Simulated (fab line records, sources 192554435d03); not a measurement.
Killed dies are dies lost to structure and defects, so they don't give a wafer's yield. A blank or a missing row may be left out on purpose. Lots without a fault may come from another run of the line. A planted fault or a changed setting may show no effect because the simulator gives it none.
Chamber matching | flow n5_finfet | N5_FIN_SAQP_ETCH_67 on rie_diel-04: 4 sister chambers
The step etches SiNx in CH3F/O2, target depth 30 nm. 18 wafers are shown with their chamber, then 9 later ones without.

WAFERS WITH THEIR CHAMBER
wafer  | chamber | drypump_motor_current_A (A) | throttle_valve_pct (%) | showerhead_plenum_p_Torr (Torr)
L074.4 | 1       | 6.1                         | 16.03                  | 2.05
L074.5 | 3       | 5.7                         | 16.47                  | 2.06
L074.6 | 2       | 5.5                         | 16.23                  | 1.92
L076.3 | 3       | 5.7                         | 16.49                  | 2.06
L076.4 | 3       | 5.7                         | 16.49                  | 2.06
L076.5 | 1       | 6.1                         | 16.03                  | 2.05
L081.1 | 1       | 6.1                         | 16.06                  | 2.04
L081.3 | 2       | 5.5                         | 16.27                  | 1.92
L081.5 | 3       | 5.7                         | 16.50                  | 2.06
L087.2 | 1       | 6.1                         | 16.08                  | 2.04
L087.5 | 0       | 6.4                         | 16.97                  | 2.07
L087.6 | 3       | 5.7                         | 16.52                  | 2.05
L090.2 | 2       | 5.4                         | 16.30                  | 1.91
L090.4 | 3       | 5.7                         | 16.55                  | 2.05
L090.6 | 3       | 5.7                         | 16.55                  | 2.05
L093.1 | 2       | 5.5                         | 16.29                  | 1.91
L093.2 | 3       | 5.7                         | 16.54                  | 2.05
L093.5 | 2       | 5.5                         | 16.31                  | 1.91

SIGNATURES (means of the wafers above)
reading                  | chamber 0 | chamber 1 | chamber 2 | chamber 3 | scatter within a chamber
drypump_motor_current_A  | 6.400     | 6.100     | 5.480     | 5.700     | 0.0239
throttle_valve_pct       | 16.9700   | 16.0500   | 16.2800   | 16.5137   | 0.0297
showerhead_plenum_p_Torr | 2.0700    | 2.0450    | 1.9140    | 2.0550    | 0.00548
Rule: a wafer's distance from a chamber is the root of the sum, over the readings, of the square of ((its reading less the chamber's mean) divided by the reading's scatter). The wafer belongs to the nearest chamber; if the next one is less than 2 further off, it can't be placed. The scatter: the root of (the sum of the squares of (reading less its chamber's mean) over the shown wafers, divided by (wafers less chambers)).

WAFERS WITHOUT THEIR CHAMBER
wafer  | drypump_motor_current_A (A) | throttle_valve_pct (%) | showerhead_plenum_p_Torr (Torr)
L094.1 | 6.1                         | 16.11                  | 2.03
L094.2 | 5.7                         | 16.56                  | 2.05
L094.6 | 5.5                         | 16.30                  | 1.91
L095.1 | 5.5                         | 16.31                  | 1.91
L095.3 | 5.6                         | 16.57                  | 2.05
L095.5 | 5.5                         | 16.31                  | 1.91
L096.1 | 6.1                         | 16.12                  | 2.03
L096.2 | 5.6                         | 16.57                  | 2.05
L096.3 | 6.4                         | 16.99                  | 2.07

WHICH CHAMBER EACH WENT THROUGH
wafer  | from the rows above | in truth
L094.1 | 1                   | 1
L094.2 | 3                   | 3
L094.6 | 2                   | 2
L095.1 | 2                   | 2
L095.3 | 3                   | 3
L095.5 | 2                   | 2
L096.1 | 1                   | 1
L096.2 | 3                   | 3
L096.3 | 0                   | 0
Placed correctly: 9 of 9. Can't be placed from these rows: 0. Placed wrongly: 0.
